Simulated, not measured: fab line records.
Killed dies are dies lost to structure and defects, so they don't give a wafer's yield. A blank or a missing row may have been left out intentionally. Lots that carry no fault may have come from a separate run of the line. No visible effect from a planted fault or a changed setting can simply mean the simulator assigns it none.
Struck lot and sound lot, side by side	flow nand_harc	39 steps out of a route of 1302
Sound: wafers L371.2, L371.3, L371.4. Struck: wafer L367.6 (L367.1, L367.2, from the same lot, were not struck and are left out); the cause is given at the end.
Per side, at each step with rows, come the tool, then ch with its chambers, and then its first start. Under that, the readings that differ: sound wafers	struck wafers	difference of the means	sigmas: that difference in standard deviations of wafers without a fault.
alike: a reading whose means differ by less than 2 such deviations, as well as words and numbers matching on both sides. not compared: withheld readings; readings where some wafer has no value; bounds like >300 that might hide an equal value; numbers whose values overlap and for which the record gives no deviation.
A row with sigmas, a row that says differs or no value, or rows on one side alone: a step with any of these is where the two part. When numbers do not overlap yet have no deviation, they are printed without sigmas and do not part them. Lack of a reading on every wafer of one side parts them only where that side has two or more wafers.

first, 4 steps without rows for these wafers: NHARC_A_CHANNEL_HOLE_D1_STRIP_41 (strips in N2/H2); NHARC_A_CHANNEL_HOLE_D1_STRIP_42 (strips in CF4/CHF3); NHARC_A_CHANNEL_HOLE_D1_STRIP_43 (strips in O2/COS); NHARC_A_CHANNEL_HOLE_D1_ETCH_44 (etches the open film in CF4/O2, target depth 140 nm, overetch 14 nm, time 77 s).
NHARC_A_CHANNEL_HOLE_D1_STRIP_27: strips in O2.
  sound on rie_diel-12 ch 0,1,2; struck on rie_diel-12 ch 2
  alike: drypump_motor_current_A, oes_product_au, rf_vpp_V, showerhead_plenum_p_Torr, throttle_valve_pct
  not compared: rf_hours_counter_h
then, 2 steps without rows for these wafers: NHARC_A_CHANNEL_HOLE_D1_PRECLEAN_28 (cleans in SC1); NHARC_A_CHANNEL_HOLE_D1_SRD_29.
NHARC_A_CHANNEL_HOLE_D1_CD_MEAS_30:
  struck on cd_sem-01, day 15 00:24; sound on cd_sem-02, day 16 13:29
  alike: cd_nm
following that, these wafers have no rows for 1 step: NHARC_A_CHANNEL_HOLE_D1_XSEM_31.
NHARC_A_CHANNEL_HOLE_D1_INSPECT_40:
  struck on defect_inspect-02, day 15 00:35; sound on defect_inspect-02, day 16 13:41
reading	sound	struck	difference	sigmas
raw_defect_count	52 67 74	132	+68	+3
then, 2 steps without rows for these wafers: NHARC_A_CHANNEL_FILL_D1_PRECLEAN_00 (cleans in SC1); NHARC_A_CHANNEL_FILL_D1_SRD_01.
NHARC_A_CHANNEL_FILL_D1_ALD_02: deposits SiO2, target thk 6 nm, pulse time 10 s, ald cycles 60.
  sound on ald_hk-03 ch 0,1,2, day 16 13:52; struck on ald_hk-04 ch 0, day 15 00:47
reading	sound	struck	difference	sigmas
precursor_pulse_height_rel	1.006 0.998 1.010	0.960	-0.045	-2
  alike: heater_power_w
NHARC_A_CHANNEL_FILL_D1_ALD_03: deposits SiNx, target thk 6 nm, pulse time 60 s, ald cycles 58.
  sound on ald_sin_batch-02 ch 0; struck on ald_sin_batch-03 ch 0
  alike: precursor_pulse_height_rel
NHARC_A_CHANNEL_FILL_D1_ALD_14: deposits SiO2, target thk 2.5 nm, pulse time 10 s, ald cycles 25.
  sound on ald_hk-02 ch 0,1,3, day 16 20:56; struck on ald_hk-02 ch 2, day 15 07:50
  alike: heater_power_w, precursor_pulse_height_rel
then, 11 steps without rows for these wafers: NHARC_A_CHANNEL_FILL_D1_ALD_15 (deposits SiNx, target thk 2 nm, pulse time 60 s, ald cycles 19); NHARC_A_CHANNEL_FILL_D1_ALD_16 (deposits SiO2, target thk 1.5 nm, pulse time 10 s, ald cycles 15); NHARC_A_CHANNEL_FILL_D1_ANNEAL_17 (time 1800 s); NHARC_A_CHANNEL_FILL_D1_CVD_18 (deposits poly-Si, target thk 3 nm); NHARC_A_CHANNEL_FILL_D1_ETCHBACK_19 (etches the open film in HBr/Cl2, target depth 5 nm, time 1.7 s); NHARC_A_CHANNEL_FILL_D1_ETCHBACK_20 (etches the open film in C4F8/O2/Ar, target depth 27 nm, time 13.5 s); NHARC_A_CHANNEL_FILL_D1_STRIP_28 (strips in O2, time 20 s); NHARC_A_CHANNEL_FILL_D1_PRECLEAN_21 (cleans in dHF, time 30 s); NHARC_A_CHANNEL_FILL_D1_SRD_23; NHARC_A_CHANNEL_FILL_D1_CVD_05 (deposits poly-Si, target thk 5 nm); NHARC_A_CHANNEL_FILL_D1_ANNEAL_22 (time 7200 s).
NHARC_A_CHANNEL_FILL_D1_ALD_25: deposits SiOx, target thk 60 nm, pulse time 10 s, ald cycles 600.
  sound on ald_hk-03 ch 1,2,3, day 18 00:10; struck on ald_hk-04 ch 3, day 16 15:56
reading	sound	struck	difference	sigmas
heater_power_w (W)	562 518 509	377	-153	-3
  alike: precursor_pulse_height_rel
then, 7 steps without rows for these wafers: NHARC_A_CHANNEL_FILL_D1_ETCHBACK_08 (etches the open film in C4F8, target depth 220 nm, time 110 s); NHARC_A_CHANNEL_FILL_D1_STRIP_29 (strips in O2, time 20 s); NHARC_A_CHANNEL_FILL_D1_PRECLEAN_30 (cleans in dHF, time 30 s); NHARC_A_CHANNEL_FILL_D1_SRD_31; NHARC_A_CHANNEL_FILL_D1_CVD_09 (deposits poly-Si, target thk 150 nm, time 3000 s); NHARC_A_CHANNEL_FILL_D1_CMP_10 (polishes, target thk 150 nm); NHARC_A_CHANNEL_FILL_D1_SRD_12.
NHARC_A_DECK1_JOINT_ETCHBACK_07: etches the open film in HBr, target depth 105 nm, time 26.9 s.
  sound on rie_si-05 ch 0,2,3, day 18 12:00; struck on rie_si-06 ch 0, day 17 00:52
reading	sound	struck	difference	sigmas
drypump_motor_current_A (A)	6.0 5.9 6.0	5.3	-0.7	-2
  alike: hbr_flow_sccm, oes_product_au, throttle_valve_pct
  not compared: rf_hours_counter_h
then, 3 steps without rows for these wafers: NHARC_A_DECK1_JOINT_ETCH_25 (etches SiO2 in dHF, target depth 0.5 nm); NHARC_A_DECK1_JOINT_ETCH_19 (etches poly-Si in TMAH, target depth 3 nm); NHARC_A_DECK1_JOINT_ETCH_18 (etches SiO2 in dHF, target depth 3 nm).
-- the record jumps here: 14 days lie between the struck wafers' starts before and after (it left off in module A_DECK1_JOINT and takes up again in module END, whose first step shown is number 1302 of the route) --
NHARC_END_SORT_01:
  sound on prober-01 ch 0, day 32 08:20; struck on prober-01 ch 0, day 31 12:22
reading	sound	struck	difference	sigmas
killed_at_array	60 60 62	129	+68	+4
killed_dies	65 64 70	133	+67	+4
  alike: killed_at_other, killed_at_periphery, killed_open, killed_short

## WHERE THEY PART
Last at NHARC_END_SORT_01 as far as this record goes, first at NHARC_A_CHANNEL_HOLE_D1_INSPECT_40.

WHY: whatever the simulator had introduced
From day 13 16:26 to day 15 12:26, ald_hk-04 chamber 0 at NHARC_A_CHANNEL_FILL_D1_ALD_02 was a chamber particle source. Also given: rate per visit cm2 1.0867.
